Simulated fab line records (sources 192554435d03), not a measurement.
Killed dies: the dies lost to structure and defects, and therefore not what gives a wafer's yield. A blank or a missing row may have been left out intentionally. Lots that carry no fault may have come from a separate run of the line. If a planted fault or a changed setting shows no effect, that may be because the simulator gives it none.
A struck lot beside a sound one    flow n5Finfet    16 out of 1938 route steps
Sound: these wafers, L476.2, L476.3, L476.4. Wafers L484.4, L484.5, L484.6 were the ones struck. At the end, the cause is stated.
Each step with rows lists, per side, the tool, then ch with its chambers, then its first start. Under that, the readings that differ: sound wafers    struck wafers    difference of the means    sigmas: that difference in standard deviations of wafers without a fault.
alike: readings whose means differ by less than 2 such deviations, and words and numbers that are the same on both sides. not compared: withheld readings, readings that some wafer has no value for, bounds like >300 that may hide the same value, and numbers for which the record gives no deviation and whose values overlap.
The two part at a step that has a row with sigmas, a row that says differs or no value, or rows on one side only. Numbers that have no deviation but don't overlap get no sigmas and don't part them. Lack of a reading on every wafer of one side parts them only where that side has two or more wafers.

first, 4 steps without rows for these wafers: N5_BEOL_M4_SPUTTER_79 (material Cu, target thk 4.5 nm, time 8.29 s); N5_BEOL_M4_ANNEAL_80 (time 240 s); N5_BEOL_M4_SPUTTER_81 (material Cu, target thk 4.5 nm, time 8.29 s); N5_BEOL_M4_ANNEAL_82 (time 240 s).
N5_BEOL_M4_SPUTTER_86: material Cu, target thk 4.5 nm, time 8.29 s.
  sound on pvdSputter-01, day 10 00:23; struck on pvdSputter-01, day 11 20:03
  alike: chamberPressurePa, chuckGasFlowSccm, throttleValvePct
then, 1 step without rows for these wafers: N5_BEOL_M4_ANNEAL_87 (time 240 s).
N5_BEOL_M4_SPUTTER_88: material Cu, target thk 4.5 nm, time 8.29 s.
  sound on pvdSputter-01, day 10 00:37; struck on pvdSputter-01, day 11 20:16
  alike: chamberPressurePa, chuckGasFlowSccm, throttleValvePct
then, 1 step without rows for these wafers: N5_BEOL_M4_ANNEAL_89 (time 240 s).
N5_BEOL_M4_SPUTTER_90: material Cu, target thk 4.5 nm, time 8.29 s.
  sound on pvdSputter-01, day 10 00:50; struck on pvdSputter-01, day 11 20:29
  alike: chamberPressurePa, chuckGasFlowSccm, throttleValvePct
N5_BEOL_M4_ANNEAL_91: time 240 s.
  sound on pvdSputter-01, day 10 00:55; struck on pvdSputter-01, day 11 20:34
  alike: heaterPowerW
then, 2 steps without rows for these wafers: N5_BEOL_M4_SPUTTER_92 (material Cu, target thk 4.5 nm, time 8.29 s); N5_BEOL_M4_ANNEAL_93 (time 240 s).
N5_BEOL_M4_SPUTTER_94: material Cu, target thk 4.5 nm, time 8.29 s.
  sound on pvdSputter-01, day 10 01:16; struck on pvdSputter-01, day 11 20:56
  no value came back on the struck wafers for chamberPressurePa (Pa), chuckGasFlowSccm (sccm), throttleValvePct (%); on the sound wafers chamberPressurePa (Pa) reads 0.07009 0.06989 0.07021
N5_BEOL_M4_ANNEAL_95: time 240 s.
  sound on pvdSputter-01, day 10 01:21; struck on pvdSputter-01, day 11 21:01
  alike: heaterPowerW
N5_BEOL_M4_RC_MEAS_101:
  sound on prober-02 ch 0, day 10 02:45; struck on prober-01 ch 0, day 11 22:43
reading        sound        struck       difference  sigmas
ION_N (uA/um)  695 694 696  669 677 667  -24         -2
ION_P (uA/um)  472 471 476  453 458 452  -19         -3
  alike: DIBL_N, DIBL_P, IOFF_N, IOFF_P, SS_N, SS_P, VT_N, VT_P
-- the record jumps here: 5 days lie between the struck wafers' starts before and after (it left off in module BEOL_M4 and takes up again in module PASSIVATION, whose first step shown is number 1936 of the route) --
N5_PASSIVATION_PROBE_49:
  sound on prober-02, day 14 09:43; struck on prober-02, day 16 22:14
  alike: defectLimitedYield, killed_at_M0_to_M3, killed_at_M4_up, killedAtContacts, killedAtFrontEnd, killedAtOther, killedDies, killedOnRim, killedOpen, killedShort, sort_bin_5_function, sort_bin_6_memory, sortNPass, sortYieldPct

## WHERE THEY PART
First at N5_BEOL_M4_SPUTTER_94; last, within this record, at N5_BEOL_M4_RC_MEAS_101. Later steps at which nothing parts them and some readings are alike: N5_PASSIVATION_PROBE_49.

WHY: whatever the simulator had introduced
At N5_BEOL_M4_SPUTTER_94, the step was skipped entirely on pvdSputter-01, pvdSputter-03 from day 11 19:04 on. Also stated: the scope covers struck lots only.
